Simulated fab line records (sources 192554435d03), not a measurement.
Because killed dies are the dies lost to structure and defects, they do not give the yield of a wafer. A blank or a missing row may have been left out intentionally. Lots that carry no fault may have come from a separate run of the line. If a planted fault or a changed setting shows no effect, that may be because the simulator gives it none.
Chamber matching    flow n5-finfet    N5_BEOL_M3_DESCUM_33 on rie-diel-05: 4 sister chambers
The step chemistry O2, time 7 s. 20 wafers are shown with their chamber, then 10 later ones without.

WAFERS, EACH WITH ITS CHAMBER
wafer   chamber  throttle-valve-pct (%)  showerhead-plenum-p-Torr (Torr)  oes-product-au (a.u.)
L077.1  1        20.75                   1.97                             0.70
L077.2  0        20.11                   2.08                             0.76
L077.6  2        20.71                   2.06                             0.70
L078.1  2        20.72                   2.06                             0.70
L078.2  3        20.39                   2.18                             0.75
L078.3  1        20.77                   1.97                             0.70
L078.4  0        20.12                   2.08                             0.77
L078.5  3        20.39                   2.18                             0.74
L078.6  0        20.13                   2.08                             0.78
L083.1  3        20.41                   2.18                             0.74
L083.2  0        20.14                   2.08                             0.76
L083.6  3        20.42                   2.18                             0.74
L084.1  3        20.40                   2.18                             0.74
L084.2  0        20.14                   2.08                             0.76
L084.4  2        20.74                   2.06                             0.68
L085.1  2        20.76                   2.06                             0.68
L085.2  0        20.13                   2.08                             0.76
L085.4  1        20.42                   2.23                             0.96
L086.1  1        20.44                   2.23                             0.94
L086.3  0        20.14                   2.08                             0.75

SIGNATURES (means of the wafers above)
reading                   chamber 0  chamber 1  chamber 2  chamber 3  scatter within a chamber
throttle-valve-pct        20.1300    20.5950    20.7325    20.4020    0.0838
showerhead-plenum-p-Torr  2.0800     2.1000     2.0600     2.1800     0.065
oes-product-au            0.7629     0.8250     0.6900     0.7420     0.0631
Rule: distance of a wafer from a chamber = root of the sum over the readings of ((wafer's reading minus chamber's mean) / reading's scatter) squared. If the next closest chamber is less than 2 further off than the closest, the wafer can't be placed; otherwise it belongs to the closest. The scatter: take each reading less its chamber's mean, square it, sum over the shown wafers, divide by the number of wafers less the number of chambers, and take the root.

WAFERS WHOSE CHAMBER IS MISSING
wafer   throttle-valve-pct (%)  showerhead-plenum-p-Torr (Torr)  oes-product-au (a.u.)
L086.4  20.14                   2.08                             0.75
L088.1  20.15                   2.08                             0.75
L088.2  20.42                   2.18                             0.73
L088.3  20.42                   2.23                             0.94
L088.4  20.14                   2.07                             0.76
L088.5  20.42                   2.18                             0.74
L088.6  20.42                   2.23                             0.94
L097.3  20.46                   2.22                             0.90
L097.4  20.42                   2.05                             0.93
L097.6  20.45                   2.22                             0.89

WHICH CHAMBER EACH ONE RAN IN
wafer   from the rows above           in truth
L086.4  0                             0
L088.1  0                             0
L088.2  3                             3
L088.3  can't be placed: 3 or 1 or 0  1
L088.4  0                             0
L088.5  3                             3
L088.6  can't be placed: 3 or 1 or 0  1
L097.3  can't be placed: 3 or 1       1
L097.4  can't be placed: 1 or 3 or 0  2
L097.6  can't be placed: 3 or 1       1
Correct placement for 5 of the 10. Can't be placed from these rows: 5 (the true chamber is among the candidates in 4). Placed wrongly: 0.
